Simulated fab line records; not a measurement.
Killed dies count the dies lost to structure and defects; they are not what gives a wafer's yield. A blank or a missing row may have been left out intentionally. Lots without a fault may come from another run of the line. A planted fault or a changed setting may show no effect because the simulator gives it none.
Chamber matching / flow nand_harc / rie_si-05 running NHARC_A_ZERO_WELL_ETCH_13: 4 sister chambers
The step etches the open film in HBr/Cl2, target depth 120 nm, time 40.1 s. 4 wafers are shown with their chamber, then 7 later ones without.

== WAFERS PAIRED WITH THEIR CHAMBERS ==
wafer=L511.5; chamber=1; he_backside_leak_sccm (sccm)=2.4
wafer=L513.3; chamber=3; he_backside_leak_sccm (sccm)=2.5
wafer=L513.4; chamber=2; he_backside_leak_sccm (sccm)=2.4
wafer=L522.2; chamber=0; he_backside_leak_sccm (sccm)=3.1

== WAFERS WITH NO CHAMBER GIVEN ==
wafer=L522.5; he_backside_leak_sccm (sccm)=3.0
wafer=L523.1; he_backside_leak_sccm (sccm)=2.4
wafer=L523.4; he_backside_leak_sccm (sccm)=2.4
wafer=L523.5; he_backside_leak_sccm (sccm)=2.2
wafer=L527.2; he_backside_leak_sccm (sccm)=2.6
wafer=L527.3; he_backside_leak_sccm (sccm)=2.4
wafer=L527.4; he_backside_leak_sccm (sccm)=3.1

== THE CHAMBER EACH PASSED THROUGH ==
wafer=L522.5; from the rows above=0; in truth=0
wafer=L523.1; from the rows above=can't be placed: 1 or 2 or 3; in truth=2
wafer=L523.4; from the rows above=can't be placed: 1 or 2 or 3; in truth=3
wafer=L523.5; from the rows above=can't be placed: 1 or 2 or 3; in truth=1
wafer=L527.2; from the rows above=can't be placed: 3 or 1 or 2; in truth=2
wafer=L527.3; from the rows above=can't be placed: 1 or 2 or 3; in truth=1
wafer=L527.4; from the rows above=0; in truth=0
Placed correctly: 2 of 7. Unplaceable from these rows: 5, with the true chamber sitting among the candidates in 5. Placed wrongly: 0.
How it was worked out, from the rows above alone: a wafer's distance from a chamber is the root of the sum, over the readings, of the square of ((its reading less the chamber's mean) divided by the reading's scatter). The wafer belongs to the nearest chamber; if the next one is less than 2 further off, it can't be placed. A chamber's mean is the mean of its shown wafers. The scatter: root of mean squared gap, hidden wafer to nearest shown wafer, with one shown wafer a chamber.
